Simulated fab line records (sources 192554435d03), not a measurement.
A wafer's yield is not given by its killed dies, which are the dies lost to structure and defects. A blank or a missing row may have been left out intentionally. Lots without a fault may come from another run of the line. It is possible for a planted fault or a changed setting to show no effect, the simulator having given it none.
fab line records	flow n5Finfet
record: lots: 6	wafers: 18	lastDay: 15
route steps=1938 shown BEOL_M5@1133
lots untouched by any fault: they come from a run of this same line in which no faults occurred
startH: start of the lot's first displayed wafer, in hours after the record's first day	waitH: time in hours since the lot's previous step	" as in the row above	L1.1+2: several wafers, shown together as one row	- no value, or no start was given	* or withheld: withheld	< > ~ a bound
route shown NAME@n: names a module that has steps shown in the file, with the first one's number in the route	usual: average and standard deviation across the fault-free wafers	same: alike in all rows	chamber/n: place in a boat	sites: readings site by site	_std_site: standard deviation across them	_edge_site: mean of outer sites minus mean of inner sites	radiusMm: how far each site lies from the wafer's centre	mask NAME#n: copy n	behind: tool/chamber where the wafer was last shaped	hold: the reason the lot was held/the length of the hold in hours/how it ended	device: names the non-switching transistor (n, p or np)	end of line: tests run on the same wafers once the route is complete	step lacking rows: just its recipe	killed: dies that structure and defects cost at the first sort, which is not the same as the wafer's yield	map: shows each die of a wafer: x if killed, . if not, _ if none is there
set.NAME: the setting that was run; set.NAME@STEP: the one run at that earlier step	model.NAME: the simulator's own value behind a step, which no gauge read
certain route steps with their lots: each step a table, each wafer a row
services: when a tool's chamber went out of use (startH, in hours from the record's first day, below 0 if earlier), for how many hours, and the reason
== steps ==
step: N5_BEOL_M5_STRIP_63
recipe: chemistry: N2/H2	tempC: 40	n2FlowSccm: 200	h2FlowSccm: 200	rfFrequencyHz: 6e+07
step: N5_BEOL_M5_STRIP_73
recipe: chemistry: N2/H2	tempC: 40	n2FlowSccm: 200	h2FlowSccm: 200	rfFrequencyHz: 6e+07
step: N5_BEOL_M5_STRIP_64
recipe: chemistry: CF4	resist: SiARC	powerW: 300	biasPowerW: 75	pressureMtorr: 50	cf4FlowSccm: 150	rfFrequencyHz: 6e+07
usual: cf4FlowSccm: 150.1/0.48	chamberPressureMTorr: 50.00/0.04	drypumpMotorCurrentA: 5.7/0.51	oesProductAu: 0.77/0.074	rfVppV: 271.0/1.6	showerheadPlenumPTorr: 1.79/0.061	throttleValvePct: 13.55/0.2
lot.wafer	tool	chamber	startH	waitH	cf4FlowSccm	chamberPressureMTorr	drypumpMotorCurrentA	oesProductAu	rfHoursCounterH	rfVppV	showerheadPlenumPTorr	throttleValvePct
L546.1	rieDiel-01	0	214.02	0.0	149.7	50.11	4.9	0.84	69	272.3	1.81	13.51
L546.2	"	2	"	"	149.7	49.97	5.0	0.68	243	270.8	1.78	14.16
L546.6	"	0	"	"	149.7	50.00	4.9	0.84	-	270.8	1.81	13.50
L552.2	rieDiel-01	2	250.01	0.0	150.7	49.92	5.0	0.99	2	271.4	1.78	13.60
L552.3	"	3	"	"	150.8	50.01	5.3	0.69	226	269.9	1.71	13.67
L552.5	"	0	"	"	149.8	49.99	4.9	0.83	-	271.2	1.80	13.55
L555.2	rieDiel-05	1	272.16	0.0	149.8	49.96	6.1	0.80	86	273.6	1.89	13.43
L555.3	"	0	"	"	150.5	50.05	5.6	0.73	147	268.4	1.67	13.57
L555.4	"	2	"	"	150.2	50.04	6.7	0.77	129	272.3	1.87	13.23
L556.1	rieDiel-05	1	275.93	0.0	149.6	49.97	6.1	0.80	86	273.3	1.89	13.44
L556.4	"	3	"	"	150.2	49.96	5.8	0.68	239	271.5	1.84	13.50
L556.6	"	1	"	"	149.3	50.02	6.0	0.80	-	272.5	1.89	13.43
L557.3	rieDiel-03	2	284.16	0.0	150.0	49.97	5.0	0.73	193	270.2	1.73	13.76
L557.5	"	0	"	"	150.7	50.02	5.9	0.71	-	272.1	1.78	13.78
L557.6	"	1	"	"	149.4	50.00	6.1	0.83	-	269.3	1.75	13.49
L558.1	rieDiel-01	1	298.84	0.0	150.2	49.88	5.8	0.80	81	271.9	1.81	13.58
L558.5	"	2	"	"	150.1	49.94	5.0	0.93	-	270.0	1.77	13.63
L558.6	"	3	"	"	150.7	50.07	5.4	0.67	-	269.0	1.71	13.73
step: N5_BEOL_M5_HM_OPEN_17
recipe: chemistry: Cl2/BCl3	targetDepthA: 200	overetchA: 60	target: TiN	maskMaterial: SOC	ionEnergyEv: 150	pressureMtorr: 10	icpW: 1000	biasW: 126	Cl2_flow_sccm: 53.25	bcl3FlowSccm: 21.75	Ar_flow_sccm: 25
usual: chamberPressureMTorr: 10.000/0.011	drypumpMotorCurrentA: 5.7/0.33	mfcCl2Sccm: 53.25/0.17	oesProductAu: 0.65/0.081	throttleValvePct: 22.2/0.32
lot.wafer	tool	chamber	startH	waitH	chamberPressureMTorr	drypumpMotorCurrentA	mfcCl2Sccm	oesProductAu	rfHoursCounterH	throttleValvePct
L546.1	rieMetal-03	1	214.06	0.0	10.001	5.8	53.29	0.76	6	21.7
L546.2	"	0	"	"	10.003	5.8	53.46	0.61	77	22.5
L546.6	"	1	"	"	10.014	5.7	53.21	0.78	-	21.6
L552.2	rieMetal-01	1	250.06	0.0	10.005	6.5	53.44	0.59	77	22.3
L552.3	"	0	"	"	10.010	5.4	53.38	0.73	-	22.1
L552.5	"	0	"	"	10.011	5.4	52.98	0.73	-	22.1
L555.2	rieMetal-03	0	272.20	0.0	9.997	5.8	53.30	0.60	82	22.5
L555.3	"	1	"	"	10.022	5.7	53.02	0.75	-	21.6
L555.4	"	0	"	"	9.980	5.7	53.22	0.59	-	22.5
L556.1	rieMetal-03	0	275.97	0.0	10.015	5.8	53.23	0.60	82	22.5
L556.4	"	1	"	"	9.993	5.7	53.21	0.75	-	21.7
L556.6	"	1	"	"	10.003	5.7	53.44	0.75	-	21.7
L557.3	rieMetal-02	1	284.29	0.1	10.000	5.3	53.19	0.63	-	22.5
L557.5	"	1	"	"	9.992	5.3	53.31	0.64	-	22.5
L557.6	"	1	"	"	9.998	5.3	53.36	0.64	-	22.5
L558.1	rieMetal-03	0	298.88	0.0	10.004	5.8	53.49	0.60	84	22.5
L558.5	"	1	"	"	9.995	5.7	53.10	0.74	-	21.7
L558.6	"	0	"	"	10.018	5.8	53.45	0.60	-	22.5
step: N5_BEOL_M5_STRIP_19
recipe: chemistry: O2	powerW: 400	tempC: 40	pressureMtorr: 30	rfFrequencyHz: 6e+07	biasPowerW: 0	overashFraction: 0.2	o2FlowSccm: 225
usual: chamberPressureMTorr: 30.000/0.027	drypumpMotorCurrentA: 5.8/0.53	oesProductAu: 0.78/0.076	rfVppV: 3.6/0.44	showerheadPlenumPTorr: 2.11/0.087	tempC: 39.98/0.096	throttleValvePct: 16.62/0.19
lot.wafer	tool	chamber	startH	waitH	chamberPressureMTorr	drypumpMotorCurrentA	oesProductAu	rfHoursCounterH	rfVppV	showerheadPlenumPTorr	tempC	throttleValvePct
L546.1	rieDiel-05	2	214.40	0.3	30.036	6.8	0.79	112	4.2	2.20	40.04	16.27
L546.2	"	3	"	"	29.983	5.8	0.69	220	3.7	2.18	39.97	16.59
L546.6	"	0	"	"	30.036	5.6	0.76	-	3.6	1.96	39.92	16.74
L552.2	rieDiel-01	0	250.17	0.1	30.017	4.9	0.83	83	3.7	2.12	39.94	16.72
L552.3	"	3	"	"	29.973	5.4	0.67	226	3.0	1.98	39.81	16.68
L552.5	"	1	"	"	30.016	5.8	0.82	-	3.0	2.14	40.10	16.74
L555.2	rieDiel-03	2	272.36	0.1	30.027	5.0	0.74	188	3.9	2.01	40.00	16.77
L555.3	"	3	"	"	29.996	5.4	0.99	1	3.9	2.17	39.91	16.35
L555.4	"	1	"	"	30.029	6.1	0.86	72	3.3	2.03	39.92	16.51
L556.1	rieDiel-05	3	276.26	0.3	30.021	5.8	0.67	239	3.8	2.17	40.09	16.62
L556.4	"	0	"	"	29.995	5.6	0.74	147	4.1	1.95	39.89	16.76
L556.6	"	2	"	"	30.015	6.8	0.79	-	3.4	2.19	40.10	16.30
L557.3	rieDiel-05	2	284.49	0.2	30.033	6.8	0.79	134	3.4	2.19	39.99	16.32
L557.5	"	0	"	"	29.945	5.6	0.75	-	4.0	1.95	39.92	16.78
L557.6	"	1	"	"	29.970	6.1	0.79	-	3.1	2.20	39.87	16.46
L558.1	rieDiel-05	1	299.09	0.2	30.043	6.1	0.79	94	3.8	2.20	40.03	16.47
L558.5	"	1	"	"	29.943	6.1	0.78	-	3.9	2.20	39.79	16.46
L558.6	"	2	"	"	29.945	6.7	0.78	-	3.6	2.19	40.02	16.34
step: N5_BEOL_M5_CD_MEAS_18
recipe: pitchNm: 56	targetCdNm: 28
usual: cdNm: 28.1/0.37
lot.wafer	tool	chamber	startH	waitH	cdNm
L546.1	cdSem-02	-	214.47	0.0	27.9
L546.2	"	-	"	"	27.4
L546.6	"	-	"	"	28.2
L552.2	cdSem-01	-	250.24	0.1	28.4
L552.3	"	-	"	"	28.3
L552.5	"	-	"	"	28.1
L555.2	cdSem-02	-	272.43	0.1	28.1
L555.3	"	-	"	"	27.7
L555.4	"	-	"	"	28.1
L556.1	cdSem-01	-	276.33	0.0	27.9
L556.4	"	-	"	"	27.5
L556.6	"	-	"	"	27.4
L557.3	cdSem-03	-	284.56	0.1	28.5
L557.5	"	-	"	"	28.3
L557.6	"	-	"	"	27.5
L558.1	cdSem-02	-	299.16	0.0	27.6
L558.5	"	-	"	"	28.3
L558.6	"	-	"	"	27.9
step: N5_BEOL_M5_COAT_65
recipe: resist: SOC	tempC: 250	timeS: 60	spinRpm: 1500	resistThkNm: 60
step: N5_BEOL_M5_COAT_66
recipe: resist: SiARC	tempC: 220	timeS: 60	spinRpm: 1500	resistThkNm: 12
step: N5_BEOL_M5_COAT_74
recipe: resist: underlayer	tempC: 205	timeS: 60	spinRpm: 1500	resistThkNm: 5
step: N5_BEOL_M5_COAT_22
recipe: resist: CAR-EUV	spinRpm: 1500	resistThkNm: 30
step: N5_BEOL_M5_EBR_24
recipe: solvent: PGMEA	ebrWidthMm: 1.5
step: N5_BEOL_M5_SOFTBAKE_23
recipe: tempC: 110	timeS: 60	resist: CAR-EUV
step: N5_BEOL_M5_EXPOSE_25
recipe: maskId: V4	na: 0.33	sourceShape: quasar	sigmaInner: 0.2	sigmaOuter: 0.6	polarization: unpolarized	defocusNm: 10	doseMj: 52.75
usual: exposureDoseMJCm2: 52.72/0.048
lot.wafer	tool	chamber	startH	waitH	mask	exposureDoseMJCm2
L546.1	euvScanner-01	0	216.88	-	V4#0	52.74
L546.2	"	0	"	"	V4#0	52.75
L546.6	"	0	"	"	V4#0	52.71
L552.2	euvScanner-01	0	250.42	-	V4#0	52.62
L552.3	"	0	"	"	V4#0	52.68
L552.5	"	0	"	"	V4#0	52.71
L555.2	euvScanner-02	0	272.74	-	V4#0	52.69
L555.3	"	0	"	"	V4#0	52.57
L555.4	"	0	"	"	V4#0	52.68
L556.1	euvScanner-02	0	276.55	-	V4#0	52.79
L556.4	"	0	"	"	V4#0	52.74
L556.6	"	0	"	"	V4#0	52.76
L557.3	euvScanner-01	0	284.89	-	V4#0	55.39
L557.5	"	0	"	"	V4#0	55.41
L557.6	"	0	"	"	V4#0	55.39
L558.1	euvScanner-01	0	299.34	-	V4#0	54.91
L558.5	"	0	"	"	V4#0	54.86
L558.6	"	0	"	"	V4#0	54.83
step: N5_BEOL_M5_PEB_26
recipe: pebTempC: 100	pebTimeS: 60	resist: CAR-EUV
step: N5_BEOL_M5_DEVELOP_27
recipe: developTimeS: 30	developer: TMAH	resist: CAR-EUV	rinseLiquid: surfactantRinse	dry: airSpin	devTempC: 23
step: N5_BEOL_M5_CD_MEAS_28
recipe: targetCdNm: 30.6	landingEnergyEv: 500	detector: seInlens	targetCdYNm: 20	polarity: opening
usual: cdNm: 30.59/0.23
same: landingEnergyEv: 500
lot.wafer	tool	chamber	startH	waitH	cdNm
L546.1	cdSem-01	0	217.01	-	30.37
L546.2	"	0	"	"	30.96
L546.6	"	0	"	"	30.67
L552.2	cdSem-03	0	250.55	-	30.82
L552.3	"	0	"	"	30.56
L552.5	"	0	"	"	30.62
L555.2	cdSem-03	0	272.87	-	30.36
L555.3	"	0	"	"	30.68
L555.4	"	0	"	"	30.99
L556.1	cdSem-03	0	276.69	-	30.50
L556.4	"	0	"	"	30.65
L556.6	"	0	"	"	30.85
L557.3	cdSem-03	0	285.02	-	31.39
L557.5	"	0	"	"	31.38
L557.6	"	0	"	"	31.68
L558.1	cdSem-01	0	299.48	-	31.13
L558.5	"	0	"	"	31.56
L558.6	"	0	"	"	31.60
step: N5_BEOL_M5_OVL_MEAS_29
recipe: pointsPerWafer: 522
usual: V4_OVL: -0.2/0.72
lot.wafer	tool	chamber	startH	waitH	V4_OVL[nm]
L546.1	overlay-01	0	217.07	0.1	-0.2
L546.2	"	0	"	"	0.8
L546.6	"	0	"	"	0.4
L552.2	overlay-02	0	250.58	0.0	-1.4
L552.3	"	0	"	"	0.0
L552.5	"	0	"	"	-0.3
L555.2	overlay-02	0	272.91	0.0	0.2
L555.3	"	0	"	"	-0.2
L555.4	"	0	"	"	1.3
L556.1	overlay-01	0	276.72	0.0	-0.5
L556.4	"	0	"	"	-1.4
L556.6	"	0	"	"	-0.7
L557.3	overlay-01	0	285.06	0.0	-0.5
L557.5	"	0	"	"	-0.1
L557.6	"	0	"	"	-0.3
L558.1	overlay-01	0	299.51	0.0	0.5
L558.5	"	0	"	"	0.9
L558.6	"	0	"	"	1.4
step: N5_BEOL_M5_INSPECT_30
recipe: mode: adi	inspectInstrument: brightfield
usual: rawDefectCount: 415/94
lot.wafer	tool	chamber	startH	waitH	rawDefectCount
L546.1	defectInspect-02	-	217.13	0.1	346
L546.2	"	-	"	"	421
L546.6	"	-	"	"	523
L552.2	defectInspect-02	-	250.64	0.0	471
L552.3	"	-	"	"	388
L552.5	"	-	"	"	408
L555.2	defectInspect-02	-	272.96	0.0	394
L555.3	"	-	"	"	426
L555.4	"	-	"	"	369
L556.1	defectInspect-01	-	276.78	0.1	659
L556.4	"	-	"	"	406
L556.6	"	-	"	"	445
L557.3	defectInspect-02	-	285.10	0.0	298
L557.5	"	-	"	"	336
L557.6	"	-	"	"	265
L558.1	defectInspect-02	-	299.57	0.1	484
L558.5	"	-	"	"	415
L558.6	"	-	"	"	360
step: N5_BEOL_M5_DESCUM_33
recipe: chemistry: O2	timeS: 7	sourcePowerW: 50	biasPowerW: 20	pressureMtorr: 20	rfFrequencyHz: 2.712e+07	tempC: 40	resist: CAR-EUV	o2FlowSccm: 225
usual: chamberPressureMTorr: 20.002/0.019	drypumpMotorCurrentA: 5.7/0.52	oesProductAu: 0.79/0.081	rfVppV: 243.0/1.7	showerheadPlenumPTorr: 2.09/0.089	tempC: 40.02/0.13	throttleValvePct: 20.39/0.2
lot.wafer	tool	chamber	startH	waitH	chamberPressureMTorr	drypumpMotorCurrentA	oesProductAu	rfHoursCounterH	rfVppV	showerheadPlenumPTorr	tempC	throttleValvePct
L546.1	rieDiel-05	1	217.16	0.0	20.017	6.1	0.81	70	245.0	2.20	40.24	20.18
L546.2	"	0	"	"	19.984	5.6	0.76	130	238.7	1.95	39.96	20.54
L546.6	"	1	"	"	19.974	6.1	0.81	-	245.3	2.20	40.12	20.17
L552.2	rieDiel-05	3	250.74	0.1	20.018	5.7	0.68	232	244.8	2.17	39.94	20.31
L552.3	"	2	"	"	20.022	6.8	0.79	123	244.2	2.19	39.71	20.02
L552.5	"	0	"	"	19.990	5.6	0.75	-	239.5	1.95	39.94	20.56
L555.2	rieDiel-03	0	272.99	0.0	20.041	5.9	0.71	192	242.5	2.09	40.01	20.70
L555.3	"	1	"	"	19.965	6.1	0.87	72	242.0	2.03	40.08	20.31
L555.4	"	3	"	"	19.993	5.4	0.99	1	242.6	2.16	40.11	20.16
L556.1	rieDiel-01	0	277.38	0.6	19.980	4.9	0.82	92	243.7	2.11	39.93	20.54
L556.4	"	2	"	"	19.998	5.0	0.97	10	242.1	2.04	40.02	20.47
L556.6	"	1	"	"	20.005	5.8	0.81	-	243.4	2.13	39.76	20.59
L557.3	rieDiel-05	2	285.20	0.1	20.007	6.7	0.79	134	245.3	2.19	40.01	20.04
L557.5	"	0	"	"	20.004	5.6	0.74	-	239.8	1.94	40.01	20.60
L557.6	"	3	"	"	19.997	5.8	0.68	-	243.7	2.17	40.20	20.33
L558.1	rieDiel-01	0	299.60	0.0	19.965	4.9	0.81	99	244.4	2.11	39.92	20.56
L558.5	"	0	"	"	20.031	4.9	0.81	-	244.0	2.11	39.92	20.54
L558.6	"	3	"	"	19.983	5.4	0.66	-	240.6	1.97	40.06	20.45
step: N5_BEOL_M5_ETCH_75
recipe: chemistry: N2/H2	target: underlayer	targetDepthA: 65	maskMaterial: CAR-EUV	timeS: 5.2	ionEnergyEv: 200	pressureMtorr: 30	sourceW: 840	biasW: 150	n2FlowSccm: 200	h2FlowSccm: 200	ends: cleared
usual: chamberPressureMTorr: 30.00/0.044	drypumpMotorCurrentA: 5.7/0.52	etchRfOnTimeS: 5.17/0.12	h2FlowSccm: 200.0/0.61	oesProductAu: 0.68/0.068	rfVppV: 524/3.2	showerheadPlenumPTorr: 2.54/0.11	throttleValvePct: 17.80/0.23
lot.wafer	tool	chamber	startH	waitH	chamberPressureMTorr	drypumpMotorCurrentA	etchRfOnTimeS	h2FlowSccm	oesProductAu	rfHoursCounterH	rfVppV	showerheadPlenumPTorr	throttleValvePct	model.BEOL_M5.cdNm
L546.1	rieDiel-05	1	217.20	0.0	30.05	6.1	5.31	199.8	0.69	70	526	2.70	17.66	27.8
L546.2	"	0	"	"	30.01	5.6	5.06	200.6	0.65	130	519	2.35	17.82	27.8
L546.6	"	1	"	"	30.02	6.1	5.31	200.8	0.70	-	525	2.70	17.64	28.2
L552.2	rieDiel-05	3	250.77	0.0	29.97	5.8	5.24	199.5	0.59	232	530	2.60	17.49	28.6
L552.3	"	2	"	"	30.05	6.8	5.08	199.9	0.69	123	528	2.66	17.52	28
L552.5	"	0	"	"	29.91	5.6	5.04	200.2	0.65	-	519	2.34	17.83	28.4
L555.2	rieDiel-03	0	273.03	0.0	29.99	5.9	5.45	200.5	0.60	192	523	2.54	18.12	28
L555.3	"	1	"	"	29.97	6.1	5.30	199.7	0.72	72	523	2.50	17.92	28
L555.4	"	3	"	"	30.01	5.4	5.19	199.7	0.83	1	526	2.61	17.51	28
L556.1	rieDiel-01	0	277.41	0.0	29.93	4.9	5.14	200.4	0.71	92	524	2.58	18.10	28
L556.4	"	2	"	"	29.99	5.0	5.18	199.2	0.82	10	525	2.50	18.03	27.6
L556.6	"	1	"	"	29.98	5.8	4.97	200.5	0.70	-	524	2.57	17.78	27.8
L557.3	rieDiel-05	2	285.23	0.0	29.99	6.8	5.02	200.9	0.67	134	525	2.66	17.53	29.4
L557.5	"	0	"	"	30.01	5.6	5.02	199.6	0.64	-	519	2.34	17.85	29.2
L557.6	"	3	"	"	29.94	5.8	5.20	200.4	0.58	-	526	2.60	17.49	28.6
L558.1	rieDiel-01	0	299.63	0.0	29.92	4.9	5.19	199.9	0.70	99	522	2.58	18.10	28.2
L558.5	"	0	"	"	30.03	4.9	5.13	201.0	0.70	-	522	2.58	18.10	29.6
L558.6	"	3	"	"	29.96	5.4	5.27	200.1	0.57	-	521	2.42	17.99	29
step: N5_BEOL_M5_ETCH_67
recipe: chemistry: CF4	target: SiARC	targetDepthA: 156	maskMaterial: CAR-EUV	timeS: 26	ionEnergyEv: 80	pressureMtorr: 40	sourceW: 545	biasW: 36	Ar_flow_sccm: 100	cf4FlowSccm: 100	ends: cleared
step: N5_BEOL_M5_ETCH_68
recipe: chemistry: N2/H2	target: SOC	targetDepthA: 800	overetchA: 160	maskMaterial: SiARC	tempC: 40	timeS: 120	ionEnergyEv: 200	pressureMtorr: 30	sourceW: 840	biasW: 150	n2FlowSccm: 200	h2FlowSccm: 200
usual: chamberPressureMTorr: 30.002/0.029	drypumpMotorCurrentA: 5.7/0.52	h2FlowSccm: 199.9/0.68	oesProductAu: 0.61/0.058	rfVppV: 524/3.2	showerheadPlenumPTorr: 2.54/0.11	tempC: 40.00/0.11	throttleValvePct: 17.76/0.23
lot.wafer	tool	chamber	startH	waitH	chamberPressureMTorr	drypumpMotorCurrentA	h2FlowSccm	oesProductAu	rfHoursCounterH	rfVppV	showerheadPlenumPTorr	tempC	throttleValvePct
L546.1	rieDiel-05	1	217.24	0.0	30.021	6.1	200.5	0.63	70	528	2.70	39.98	17.60
L546.2	"	0	"	"	30.047	5.6	199.0	0.58	130	518	2.34	39.84	17.78
L546.6	"	1	"	"	29.977	6.1	200.8	0.63	-	528	2.70	40.08	17.62
L552.2	rieDiel-05	3	250.82	0.0	29.992	5.8	199.6	0.53	232	525	2.60	40.00	17.44
L552.3	"	2	"	"	29.988	6.8	199.7	0.60	123	528	2.66	40.01	17.48
L552.5	"	0	"	"	29.991	5.6	201.3	0.57	-	518	2.34	39.92	17.77
L555.2	rieDiel-03	0	273.07	0.0	30.034	5.9	199.6	0.55	192	523	2.53	39.96	18.10
L555.3	"	1	"	"	30.011	6.1	199.6	0.65	72	523	2.50	40.07	17.92
L555.4	"	3	"	"	30.055	5.4	198.9	0.74	1	527	2.60	39.98	17.45
L556.1	rieDiel-01	0	277.46	0.0	30.010	4.9	200.0	0.64	92	525	2.58	40.05	18.06
L556.4	"	2	"	"	30.020	5.0	200.0	0.74	10	522	2.50	40.03	17.98
L556.6	"	1	"	"	30.033	5.8	200.1	0.63	-	527	2.57	40.01	17.77
L557.3	rieDiel-05	2	285.28	0.0	30.007	6.8	199.9	0.59	134	526	2.66	40.01	17.50
L557.5	"	0	"	"	30.001	5.6	200.1	0.56	-	518	2.34	40.25	17.79
L557.6	"	3	"	"	30.011	5.8	199.8	0.53	-	527	2.59	39.96	17.45
L558.1	rieDiel-01	0	299.68	0.0	29.987	4.9	200.2	0.62	99	524	2.58	40.07	18.08
L558.5	"	0	"	"	30.038	4.9	200.3	0.63	-	524	2.58	40.09	18.08
L558.6	"	3	"	"	29.974	5.3	200.0	0.52	-	521	2.42	39.92	17.95
step: N5_BEOL_M5_STRIP_69
recipe: chemistry: N2/H2	tempC: 40	n2FlowSccm: 200	h2FlowSccm: 200	rfFrequencyHz: 6e+07
step: N5_BEOL_M5_STRIP_76
recipe: chemistry: N2/H2	tempC: 40	n2FlowSccm: 200	h2FlowSccm: 200	rfFrequencyHz: 6e+07
step: N5_BEOL_M5_VIA_ETCH_34
recipe: chemistry: C4F6/O2	target: SiCOH_lowk	targetDepthA: 883	maskMaterial: SOC	taperDeg: 4	timeS: 39.2	ionEnergyEv: 250	pressureMtorr: 30	sourceW: 345	biasW: 185	Ar_flow_sccm: 300	C4F6_flow_sccm: 10	O2_flow_sccm: 10
usual: chamberPressureMTorr: 30.002/0.027	drypumpMotorCurrentA: 5.7/0.52	oesProductAu: 0.79/0.08	rfVppV: 660/15	showerheadPlenumPTorr: 2.83/0.11	throttleValvePct: 20.77/0.23
lot.wafer	tool	chamber	startH	waitH	chamberPressureMTorr	drypumpMotorCurrentA	oesProductAu	rfHoursCounterH	rfVppV	showerheadPlenumPTorr	throttleValvePct	model.BEOL_M5.cdNm
L546.1	rieDiel-05	1	217.34	0.0	29.961	6.1	0.82	70	663	2.98	20.55	28
L546.2	"	0	"	"	30.017	5.6	0.75	130	637	2.64	20.88	28
L546.6	"	1	"	"	29.997	6.1	0.82	-	663	2.98	20.55	28.2
L552.2	rieDiel-05	3	250.92	0.0	30.029	5.8	0.69	232	682	2.92	20.61	28.6
L552.3	"	2	"	"	29.962	6.7	0.80	123	664	2.94	20.29	28.2
L552.5	"	0	"	"	30.009	5.6	0.76	-	636	2.64	20.88	28.6
L555.2	rieDiel-03	0	273.17	0.0	30.051	5.9	0.71	192	686	2.83	21.05	27.8
L555.3	"	1	"	"	30.017	6.1	0.85	72	668	2.75	20.69	27.8
L555.4	"	3	"	"	30.007	5.4	0.96	1	645	2.91	20.47	28
L556.1	rieDiel-01	0	277.56	0.0	29.993	4.9	0.83	92	643	2.86	20.89	28.2
L556.4	"	2	"	"	29.962	5.0	0.97	10	671	2.78	20.94	27.8
L556.6	"	1	"	"	30.013	5.7	0.83	-	675	2.88	20.93	28.2
L557.3	rieDiel-05	2	285.38	0.0	29.952	6.7	0.78	134	663	2.94	20.31	29.8
L557.5	"	0	"	"	29.988	5.6	0.74	-	636	2.64	20.90	29.4
L557.6	"	3	"	"	30.032	5.8	0.68	-	679	2.92	20.63	28.6
L558.1	rieDiel-01	0	299.78	0.0	30.033	4.9	0.82	99	641	2.85	20.92	28.2
L558.5	"	0	"	"	30.012	4.9	0.82	-	641	2.85	20.91	29.6
L558.6	"	3	"	"	30.037	5.4	0.66	-	651	2.71	20.95	29.2
step: N5_BEOL_M5_STRIP_85
recipe: chemistry: C4F6/O2	resist: SiARC	rfFrequencyHz: 6e+07
== services ==
tool	chamber	startH	hours	kind
rieDiel-01	-	191.85	2.8	pm
rieDiel-01	3	211.88	14.8	repair
euvScanner-02	0	221.96	-	calibration
euvScanner-02	-	225.07	5.8	pm
rieMetal-01	1	225.19	7.6	repair
rieDiel-01	2	230.42	-	clean
rieDiel-01	2	230.42	-	consumableReplace:focusRing
rieDiel-01	2	230.42	13.2	scheduledDown
rieDiel-01	2	230.42	13.2	ventCycle
rieDiel-03	3	232.01	2.0	repair
euvScanner-01	-	241.90	1.0	pm
rieDiel-03	3	245.09	-	clean
rieDiel-03	3	245.09	-	consumableReplace:focusRing
rieDiel-03	3	245.09	17.9	scheduledDown
rieDiel-03	3	245.09	17.9	ventCycle
rieDiel-03	3	266.40	4.3	repair
euvScanner-01	0	272.15	-	calibration
rieMetal-02	0	273.31	12.5	repair
rieDiel-05	3	288.80	4.2	repair
rieDiel-03	0	289.36	5.6	repair
euvScanner-02	-	292.01	1.0	pm
euvScanner-01	-	294.23	0.9	repair
euvScanner-01	-	298.08	1.0	pm
== key ==
firstSign: step: N5_BEOL_M5_EXPOSE_25	reading: exposureDoseMJCm2	direction: up	sigmas: 50	usual: 52.72	struck: 55.13
effect: step: N5_BEOL_M5_CD_MEAS_28	reading: cdNm	direction: up	sigmas: 3.7	usual: 30.59	struck: 31.46	through: controlLoop
modelEffect: step: N5_BEOL_M5_ETCH_75	value: BEOL_M5.cdNm	without: 28	struck: 29
modelEffect: step: N5_BEOL_M5_VIA_ETCH_34	value: BEOL_M5.cdNm	without: 28.17	struck: 29.13
metAt N5_BEOL_M5_EXPOSE_25
struckWafers L557.3,L557.5,L557.6,L558.1,L558.5,L558.6
rowsEnd L557.3,L557.5,L557.6,L558.1,L558.5,L558.6
loopTrim: step: N5_BEOL_M5_EXPOSE_25	setting: dose	lots: L557,L558
onsetBetween 250.42 284.89
fault: kind: processParameterDrift	tool: euvScanner-01	chamber: -	onsetH: 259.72	steps: N5_BEOL_M5_EXPOSE_25	channel: doseMj	offset: 4.2006	shape: step	actsIn: theseRecipesOnly	stated: 52.75
rowsEnd: these wafers met a further fault down the route, and their rows from its step on are left out
loopTrim: a control loop set the setting to another value than it would have without faults
